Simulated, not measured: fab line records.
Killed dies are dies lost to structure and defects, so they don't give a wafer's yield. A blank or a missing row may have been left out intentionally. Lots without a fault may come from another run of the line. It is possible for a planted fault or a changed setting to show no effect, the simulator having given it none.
Chamber matching / flow n5-finfet / 4 sister chambers for N5_HKMG_FIN_ETCH_32 on rie-diel-04
The step etches SOC in N2/H2, target depth 240 nm, time 300 s. 8 wafers are shown with their chamber, then 8 later ones without.

## WAFERS, EACH WITH ITS CHAMBER
wafer=L078.4; chamber=2; drypump-motor-current-A (A)=5.7; showerhead-plenum-p-Torr (Torr)=2.62
wafer=L078.6; chamber=1; drypump-motor-current-A (A)=4.7; showerhead-plenum-p-Torr (Torr)=2.51
wafer=L080.1; chamber=1; drypump-motor-current-A (A)=4.8; showerhead-plenum-p-Torr (Torr)=2.50
wafer=L080.3; chamber=3; drypump-motor-current-A (A)=5.4; showerhead-plenum-p-Torr (Torr)=2.58
wafer=L086.1; chamber=0; drypump-motor-current-A (A)=5.5; showerhead-plenum-p-Torr (Torr)=2.60
wafer=L086.3; chamber=3; drypump-motor-current-A (A)=5.4; showerhead-plenum-p-Torr (Torr)=2.58
wafer=L086.4; chamber=2; drypump-motor-current-A (A)=5.7; showerhead-plenum-p-Torr (Torr)=2.61
wafer=L088.1; chamber=0; drypump-motor-current-A (A)=5.5; showerhead-plenum-p-Torr (Torr)=2.59

## WAFERS WITH NO CHAMBER GIVEN
wafer=L088.2; drypump-motor-current-A (A)=5.4; showerhead-plenum-p-Torr (Torr)=2.57
wafer=L088.3; drypump-motor-current-A (A)=4.8; showerhead-plenum-p-Torr (Torr)=2.50
wafer=L091.3; drypump-motor-current-A (A)=5.6; showerhead-plenum-p-Torr (Torr)=2.61
wafer=L091.4; drypump-motor-current-A (A)=4.7; showerhead-plenum-p-Torr (Torr)=2.49
wafer=L091.6; drypump-motor-current-A (A)=5.7; showerhead-plenum-p-Torr (Torr)=2.61
wafer=L095.2; drypump-motor-current-A (A)=5.7; showerhead-plenum-p-Torr (Torr)=2.60
wafer=L095.3; drypump-motor-current-A (A)=4.8; showerhead-plenum-p-Torr (Torr)=2.49
wafer=L095.6; drypump-motor-current-A (A)=5.5; showerhead-plenum-p-Torr (Torr)=2.59

## CHAMBER TAKEN BY EACH
wafer=L088.2; from the rows above=3; in truth=3
wafer=L088.3; from the rows above=1; in truth=1
wafer=L091.3; from the rows above=can't be placed: 2 or 0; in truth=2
wafer=L091.4; from the rows above=1; in truth=1
wafer=L091.6; from the rows above=2; in truth=2
wafer=L095.2; from the rows above=2; in truth=2
wafer=L095.3; from the rows above=1; in truth=1
wafer=L095.6; from the rows above=0; in truth=0
Correct placement for 7 of the 8. Unplaceable from these rows: 1, with the true chamber sitting among the candidates in 1. Wrongly placed: 0.
How it was worked out, from the rows above alone: a wafer's distance from a chamber is the root of the sum, over the readings, of the square of ((its reading less the chamber's mean) divided by the reading's scatter). The wafer belongs to the nearest chamber; if the next one is less than 2 further off, it can't be placed. A chamber's mean is the mean of its shown wafers. The scatter: take each reading less its chamber's mean, square it, sum over the shown wafers, divide by the number of wafers less the number of chambers, and take the root.
